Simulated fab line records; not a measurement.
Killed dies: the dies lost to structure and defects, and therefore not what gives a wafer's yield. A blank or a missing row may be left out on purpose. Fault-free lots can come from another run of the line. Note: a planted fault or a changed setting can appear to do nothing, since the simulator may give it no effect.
Which of the tools did it? | flow nand harc | 12 lots, 36 wafers sampled, at 2 steps of a route of 1302

== WHAT EACH GAUGE READ, for each wafer ==
NHARC_A_ZERO_WELL_CD_MEAS_10 targets a cd of 2000 nm.
lot  | measured     | on        | cd nm (nm)
L075 | day 7 08:29  | cd sem-02 | 1996.9 1998.3 1997.2
L076 | day 8 02:33  | cd sem-03 | 1998.0 1998.7 1999.0
L079 | day 9 00:15  | cd sem-02 | 1999.6 1999.9 1998.8
L081 | day 9 10:08  | cd sem-01 | 1998.9 2000.1 1999.9
L083 | day 10 07:53 | cd sem-02 | 1998.9 2000.9 1996.6
L085 | day 11 13:55 | cd sem-03 | 1999.6 1997.5 1998.4
L087 | day 12 21:26 | cd sem-02 | 1997.8 1999.3 2000.9
L088 | day 12 23:23 | cd sem-03 | 1997.7 1997.9 1996.9
L091 | day 13 22:03 | cd sem-02 | 1997.3 1997.9 1999.5
L094 | day 14 19:37 | cd sem-03 | 1999.2 1998.5 1998.8
L095 | day 15 08:18 | cd sem-01 | 1998.7 1998.9 1999.1
L097 | day 16 10:44 | cd sem-01 | 1999.2 1999.6 2000.6

== WHICH TOOL RAN EACH LOT (tool, then ch and the chambers of the sampled wafers, then the start) ==
lot  | NHARC_P_BONDPAD_PVD_27
L075 | pvd sputter-01, day 7 08:29 or earlier
L076 | pvd sputter-01, day 8 02:33 or earlier
L079 | pvd sputter-02, day 9 00:15 or earlier
L081 | pvd sputter-02, day 9 10:08 or earlier
L083 | pvd sputter-02, day 10 07:53 or earlier
L085 | pvd sputter-02, day 11 13:55 or earlier
L087 | pvd sputter-01, day 12 21:26 or earlier
L088 | pvd sputter-03, day 12 23:23 or earlier
L091 | pvd sputter-01, day 13 22:03 or earlier
L094 | pvd sputter-01, day 14 19:37 or earlier
L095 | pvd sputter-03, day 15 08:18 or earlier
L097 | pvd sputter-01, day 16 10:44 or earlier
- NHARC_P_BONDPAD_PVD_27: deposits Cu, target thk 30 nm, time 20.49 s.

== THE ANSWER, worked out from the rows above alone ==
Rule: the lots themselves supply what counts as usual. The widest of any qualifying gaps counts: lots, ordered by their means at a reading, are off when they make up no more than a third of the lots, leave a main group of 4 or more, and stand apart from it by 3 or more times the standard deviation of that group's means. If all means in a main group match to the digits the tables above print for the reading, that group is not used. A lot without any number at a reading at which 4 lots or more have one is off too. Any other lot the step has rows for is counted as sound.
Across all readings shown, no lot is off: no conclusion can be drawn from this.

== WHAT WAS PUT IN BY THE SIMULATOR ==
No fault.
